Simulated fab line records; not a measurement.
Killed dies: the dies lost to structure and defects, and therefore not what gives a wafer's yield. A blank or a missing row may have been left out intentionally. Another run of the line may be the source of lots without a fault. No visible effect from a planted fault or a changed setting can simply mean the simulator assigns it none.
Matching of chambers / flow n5_finfet / N5_BEOL_M14_TRENCH_ETCH_34 on rie_diel-06: 4 sister chambers
The step etches SiO2 in C4F8/O2/Ar, target depth 556.65 nm, time 126.9 s. 4 wafers are shown with their chamber, then 10 later ones without.

== WAFERS WITH THEIR CHAMBER ==
wafer=L086.3; chamber=2; drypump_motor_current_A (A)=4.9
wafer=L091.3; chamber=3; drypump_motor_current_A (A)=6.4
wafer=L090.3; chamber=0; drypump_motor_current_A (A)=6.4
wafer=L090.4; chamber=1; drypump_motor_current_A (A)=5.7

== WAFERS WHOSE CHAMBER IS MISSING ==
wafer=L090.6; drypump_motor_current_A (A)=6.4
wafer=L093.3; drypump_motor_current_A (A)=5.7
wafer=L093.5; drypump_motor_current_A (A)=5.7
wafer=L093.6; drypump_motor_current_A (A)=4.9
wafer=L092.1; drypump_motor_current_A (A)=6.4
wafer=L092.2; drypump_motor_current_A (A)=5.8
wafer=L092.5; drypump_motor_current_A (A)=5.8
wafer=L096.4; drypump_motor_current_A (A)=6.4
wafer=L096.5; drypump_motor_current_A (A)=5.7
wafer=L096.6; drypump_motor_current_A (A)=6.4

== THE CHAMBER EACH PASSED THROUGH ==
wafer=L090.6; from the rows above=can't be placed: 0 or 3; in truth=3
wafer=L093.3; from the rows above=1; in truth=1
wafer=L093.5; from the rows above=1; in truth=1
wafer=L093.6; from the rows above=2; in truth=2
wafer=L092.1; from the rows above=can't be placed: 0 or 3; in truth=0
wafer=L092.2; from the rows above=1; in truth=1
wafer=L092.5; from the rows above=1; in truth=1
wafer=L096.4; from the rows above=can't be placed: 0 or 3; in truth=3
wafer=L096.5; from the rows above=1; in truth=1
wafer=L096.6; from the rows above=can't be placed: 0 or 3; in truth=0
6 of 10 placed correctly. Not placeable from these rows: 4 (in 4, the candidates include the true chamber). Wrongly placed: 0.
How it was worked out, from the rows above alone: a wafer's distance from a chamber is the root of the sum, over the readings, of the square of ((its reading less the chamber's mean) divided by the reading's scatter). If the next closest chamber is less than 2 further off than the closest, the wafer can't be placed; otherwise it belongs to the closest. For every chamber, the mean is computed from those of its wafers that are shown. The scatter: with one shown wafer a chamber, the root of the mean of the squares of how far each hidden wafer lies from its nearest shown one.
